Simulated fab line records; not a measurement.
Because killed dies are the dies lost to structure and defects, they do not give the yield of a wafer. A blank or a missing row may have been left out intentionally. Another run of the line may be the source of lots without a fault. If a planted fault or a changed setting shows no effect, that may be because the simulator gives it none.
Matching of chambers    flow n5_finfet    N5_BEOL_M0_SAQP_MANDREL2_REMOVE_110 on rie_si-05: 4 sister chambers
The step chemistry HBr/Cl2/O2, target a-Si, stops on SiCN, bt time 10 s. 8 wafers are shown with their chamber, then 10 later ones without.

== WAFERS, EACH WITH ITS CHAMBER ==
wafer   chamber  throttle_valve_pct (%)  oes_product_au (a.u.)
L076.5  1        36.78                   1.001
L079.3  1        36.77                   1.019
L083.1  0        36.98                   0.986
L084.1  0        36.99                   0.985
L086.2  3        36.90                   1.023
L086.6  3        36.92                   1.019
L089.3  2        37.07                   1.012
L089.5  2        37.06                   1.020

== WAFERS WITHOUT THEIR CHAMBER ==
wafer   throttle_valve_pct (%)  oes_product_au (a.u.)
L089.6  36.75                   1.011
L091.1  36.92                   1.026
L091.2  36.77                   1.003
L091.4  36.99                   0.999
L095.1  37.06                   1.013
L095.2  36.98                   0.985
L095.5  36.91                   1.017
L096.1  36.92                   1.016
L096.5  37.07                   1.009
L096.6  36.92                   1.009

== THE CHAMBER EACH PASSED THROUGH ==
wafer   from the rows above  in truth
L089.6  1                    1
L091.1  3                    3
L091.2  1                    1
L091.4  0                    0
L095.1  2                    2
L095.2  0                    0
L095.5  3                    3
L096.1  3                    3
L096.5  2                    2
L096.6  3                    3
Placed correctly: 10 of 10. Left unplaced by these rows: 0. Number placed wrongly: 0.
How it was worked out, from the rows above alone: a wafer's distance from a chamber is the root of the sum, over the readings, of the square of ((its reading less the chamber's mean) divided by the reading's scatter). If the next closest chamber is less than 2 further off than the closest, the wafer can't be placed; otherwise it belongs to the closest. A chamber's mean is the mean of its shown wafers. The scatter: the root of (the sum of the squares of (reading less its chamber's mean) over the shown wafers, divided by (wafers less chambers)).
